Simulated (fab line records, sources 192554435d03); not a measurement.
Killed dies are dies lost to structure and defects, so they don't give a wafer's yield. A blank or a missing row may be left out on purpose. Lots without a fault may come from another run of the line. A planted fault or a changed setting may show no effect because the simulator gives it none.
Which tool did it? | flow n5_finfet | 13 lots, 39 wafers sampled, at 1 step of a route of 1938

WHAT THE GAUGES READ, wafer by wafer
N5_SPACER0_INSPECT_04: inspects for defects (darkfield).
lot  | measured    | on                | raw_defect_count
L559 | day 3 00:34 | defect_inspect-01 | 191 130 179
L560 | day 3 05:46 | defect_inspect-01 | 131 76 109
L561 | day 3 16:55 | defect_inspect-01 | 117 112 81
L562 | day 3 17:27 | defect_inspect-02 | 152 205 142
L563 | day 4 00:38 | defect_inspect-02 | 104 120 84
L568 | day 5 08:17 | defect_inspect-01 | 114 139 129
L569 | day 5 13:22 | defect_inspect-01 | 129 106 122
L570 | day 5 17:25 | defect_inspect-01 | 116 111 127
L574 | day 6 19:13 | defect_inspect-02 | 127 158 126
L575 | day 7 00:53 | defect_inspect-01 | 134 184 145
L577 | day 7 13:44 | defect_inspect-02 | 186 182 172
L581 | day 8 14:54 | defect_inspect-01 | 158 160 128
L582 | day 8 17:53 | defect_inspect-01 | 185 148 231

WHICH TOOL RAN EACH LOT (tool, then ch and the chambers of the sampled wafers, then the start)
The record holds no process step before these readings.

WHAT THE TOOLS THEMSELVES READ (means of the sampled wafers that have a number; where no wafer has one, the mark that the record gives instead)
The record holds no such reading with a usual standard deviation.

THE ANSWER, worked out from the rows above alone
Rule: what is usual is taken from the lots themselves. Put in order of their means at a reading, lots are off if they are a third of the lots or fewer, leave a main group of 4 or more, and stand apart from it by a gap of 3 or more times the standard deviation of the main group's means; of several such gaps the widest counts. A main group whose means are all the same, to the digits that the tables above print for the reading, isn't used. A lot without any number at a reading at which 4 lots or more have one is off too. The other lots that the step has rows for count as sound. The gauges are gone through in route order, then the tools' own readings, and for those a lot's mean is taken as printed above. The first step at which some lot is off is used, and at that step the reading that is off furthest; a lot without a number counts as furthest.
No lot is off at any reading shown: from this, nothing can be told.

WHAT THE SIMULATOR HAD PUT IN
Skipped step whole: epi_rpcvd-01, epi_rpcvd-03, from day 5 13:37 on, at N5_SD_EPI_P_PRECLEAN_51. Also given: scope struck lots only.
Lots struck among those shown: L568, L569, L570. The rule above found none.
